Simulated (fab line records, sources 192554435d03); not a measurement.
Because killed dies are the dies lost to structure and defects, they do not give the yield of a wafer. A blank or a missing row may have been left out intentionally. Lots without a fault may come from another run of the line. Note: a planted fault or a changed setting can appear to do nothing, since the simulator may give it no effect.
Chamber matching / flow n5 finfet / N5_MOL_CONTACT_COAG_VIA_ETCH_117 on rie diel-06 has 4 sister chambers
The step etches SiO2 in C4F6/O2, target depth 40 nm, overetch 8 nm, time 26 s. 16 wafers are shown with their chamber, then 8 later ones without.

WAFERS, EACH WITH ITS CHAMBER
wafer=L075.1; chamber=3; rf vpp V (V)=1603; throttle valve pct (%)=41.00; showerhead plenum p Torr (Torr)=2.95
wafer=L075.4; chamber=2; rf vpp V (V)=1618; throttle valve pct (%)=40.64; showerhead plenum p Torr (Torr)=2.91
wafer=L075.5; chamber=0; rf vpp V (V)=1643; throttle valve pct (%)=40.66; showerhead plenum p Torr (Torr)=2.92
wafer=L084.2; chamber=2; rf vpp V (V)=1618; throttle valve pct (%)=40.66; showerhead plenum p Torr (Torr)=2.90
wafer=L084.4; chamber=3; rf vpp V (V)=1601; throttle valve pct (%)=41.02; showerhead plenum p Torr (Torr)=2.94
wafer=L084.5; chamber=1; rf vpp V (V)=1558; throttle valve pct (%)=40.67; showerhead plenum p Torr (Torr)=2.94
wafer=L085.1; chamber=0; rf vpp V (V)=1641; throttle valve pct (%)=40.70; showerhead plenum p Torr (Torr)=2.91
wafer=L085.3; chamber=1; rf vpp V (V)=1558; throttle valve pct (%)=40.68; showerhead plenum p Torr (Torr)=2.94
wafer=L085.6; chamber=3; rf vpp V (V)=1601; throttle valve pct (%)=41.03; showerhead plenum p Torr (Torr)=2.94
wafer=L086.2; chamber=0; rf vpp V (V)=1642; throttle valve pct (%)=40.69; showerhead plenum p Torr (Torr)=2.91
wafer=L086.3; chamber=2; rf vpp V (V)=1617; throttle valve pct (%)=40.64; showerhead plenum p Torr (Torr)=2.90
wafer=L086.4; chamber=1; rf vpp V (V)=1558; throttle valve pct (%)=40.68; showerhead plenum p Torr (Torr)=2.94
wafer=L091.3; chamber=2; rf vpp V (V)=1616; throttle valve pct (%)=40.66; showerhead plenum p Torr (Torr)=2.90
wafer=L091.4; chamber=3; rf vpp V (V)=1600; throttle valve pct (%)=41.03; showerhead plenum p Torr (Torr)=2.93
wafer=L091.5; chamber=2; rf vpp V (V)=1617; throttle valve pct (%)=40.65; showerhead plenum p Torr (Torr)=2.90
wafer=L092.1; chamber=3; rf vpp V (V)=1600; throttle valve pct (%)=41.04; showerhead plenum p Torr (Torr)=2.93

SIGNATURES (averages over the wafers above)
reading=rf vpp V; chamber 0=1642.00; chamber 1=1558.00; chamber 2=1617.20; chamber 3=1601.00; scatter within a chamber=0.949
reading=throttle valve pct; chamber 0=40.6833; chamber 1=40.6767; chamber 2=40.6500; chamber 3=41.0240; scatter within a chamber=0.0137
reading=showerhead plenum p Torr; chamber 0=2.9133; chamber 1=2.9400; chamber 2=2.9020; chamber 3=2.9380; scatter within a chamber=0.00596
Rule: for a wafer and a chamber, the distance is found by dividing, reading by reading, the gap between the wafer's reading and the chamber's mean by the reading's scatter, squaring, summing and taking the root. If the next closest chamber is less than 2 further off than the closest, the wafer can't be placed; otherwise it belongs to the closest. The scatter is the square root of a quotient: the sum, over the shown wafers, of each reading's squared deviation from its chamber's mean, divided by wafers minus chambers.

WAFERS MISSING THEIR CHAMBER
wafer=L092.3; rf vpp V (V)=1558; throttle valve pct (%)=40.69; showerhead plenum p Torr (Torr)=2.94
wafer=L092.6; rf vpp V (V)=1602; throttle valve pct (%)=41.05; showerhead plenum p Torr (Torr)=2.93
wafer=L094.2; rf vpp V (V)=1642; throttle valve pct (%)=40.71; showerhead plenum p Torr (Torr)=2.90
wafer=L094.3; rf vpp V (V)=1556; throttle valve pct (%)=40.69; showerhead plenum p Torr (Torr)=2.93
wafer=L094.6; rf vpp V (V)=1557; throttle valve pct (%)=40.70; showerhead plenum p Torr (Torr)=2.94
wafer=L097.3; rf vpp V (V)=1557; throttle valve pct (%)=40.70; showerhead plenum p Torr (Torr)=2.93
wafer=L097.5; rf vpp V (V)=1617; throttle valve pct (%)=40.68; showerhead plenum p Torr (Torr)=2.89
wafer=L097.6; rf vpp V (V)=1557; throttle valve pct (%)=40.69; showerhead plenum p Torr (Torr)=2.93

WHICH CHAMBER EACH WENT THROUGH
wafer=L092.3; from the rows above=1; in truth=1
wafer=L092.6; from the rows above=3; in truth=3
wafer=L094.2; from the rows above=0; in truth=0
wafer=L094.3; from the rows above=1; in truth=1
wafer=L094.6; from the rows above=1; in truth=1
wafer=L097.3; from the rows above=1; in truth=1
wafer=L097.5; from the rows above=2; in truth=2
wafer=L097.6; from the rows above=1; in truth=1
Correct placement for 8 of the 8. Not placeable from these rows: 0. Wrongly placed: 0.
